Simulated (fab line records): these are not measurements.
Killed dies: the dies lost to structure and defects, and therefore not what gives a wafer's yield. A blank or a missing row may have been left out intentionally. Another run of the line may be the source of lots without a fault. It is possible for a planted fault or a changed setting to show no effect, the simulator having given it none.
One fault through the eyes of 2 desks    flow nandHarc    only its own numbers are on each desk; what lay behind them is given at the end

FOR THE TOOL OWNER'S DESK: rieDiel-12
The tool's own readings at NHARC_A_CHANNEL_HOLE_D1_ETCH_34 (etches the open film in CF4/CHF3, target depth 154 nm, time 77 s): means of the sampled wafers that have a number, for each lot that ran on this tool. If a lot's mean is further than 4 standard deviations from the usual mean, the lot is out of limits and carries the mark OUT (the distance appears in the brackets).
Columns: A = chamberPressureMTorr at NHARC_A_CHANNEL_HOLE_D1_ETCH_34, usual 25.004 mTorr; B = drypumpMotorCurrentA at NHARC_A_CHANNEL_HOLE_D1_ETCH_34, usual 5.5 A; C = oesProductAu at NHARC_A_CHANNEL_HOLE_D1_ETCH_34, usual 0.954 a.u.; D = rfVppV at NHARC_A_CHANNEL_HOLE_D1_ETCH_34, usual 371.3 V; E = showerheadPlenumPTorr at NHARC_A_CHANNEL_HOLE_D1_ETCH_34, usual 1.60 Torr; F = throttleValvePct at NHARC_A_CHANNEL_HOLE_D1_ETCH_34, usual 16.805 %
lot   first seen here  A       B    C      D      E     F
L857  day 9 02:56      25.002  5.4  0.951  371.1  1.60  16.810
L858  day 9 20:25      25.006  5.3  0.979  371.7  1.60  16.800
L863  day 11 14:02     25.002  5.8  0.966  369.8  1.55  16.796
L868  day 12 11:53     24.997  5.6  0.949  370.3  1.55  16.801
Finding of this desk: none of the 4 lots has anything out of limits.

METROLOGY DESK
Lot by lot, what the gauges showed, no matter which tool ran the lot: averages of those sampled wafers that carry a number. If a lot's mean is further than 4 standard deviations from the usual mean, the lot is out of limits and carries the mark OUT (the distance appears in the brackets).
Columns: A = thkNm at NHARC_THIN_TSV_THK_MEAS_02, usual 3092 nm
lot   first seen here  A
L853  day 19 01:28     3294
L852  day 19 02:41     2774
L857  day 19 05:07     3188
L856  day 19 09:28     3200
L858  day 19 20:41     3048
L860  day 19 21:53     2711
L859  day 20 10:00     3230
L861  day 20 18:20     3090
L863  day 21 09:45     3452
L865  day 21 10:56     2734
L868  day 22 17:31     2874
L873  day 23 23:16     3109
L875  day 24 06:17     2870
Finding of this desk: none of the 13 lots has anything out of limits.

TAKEN TOGETHER
The tool owner's desk saw nothing out of limits.
The metrology desk saw nothing out of limits.

WHAT THE SIMULATOR HAD INSERTED
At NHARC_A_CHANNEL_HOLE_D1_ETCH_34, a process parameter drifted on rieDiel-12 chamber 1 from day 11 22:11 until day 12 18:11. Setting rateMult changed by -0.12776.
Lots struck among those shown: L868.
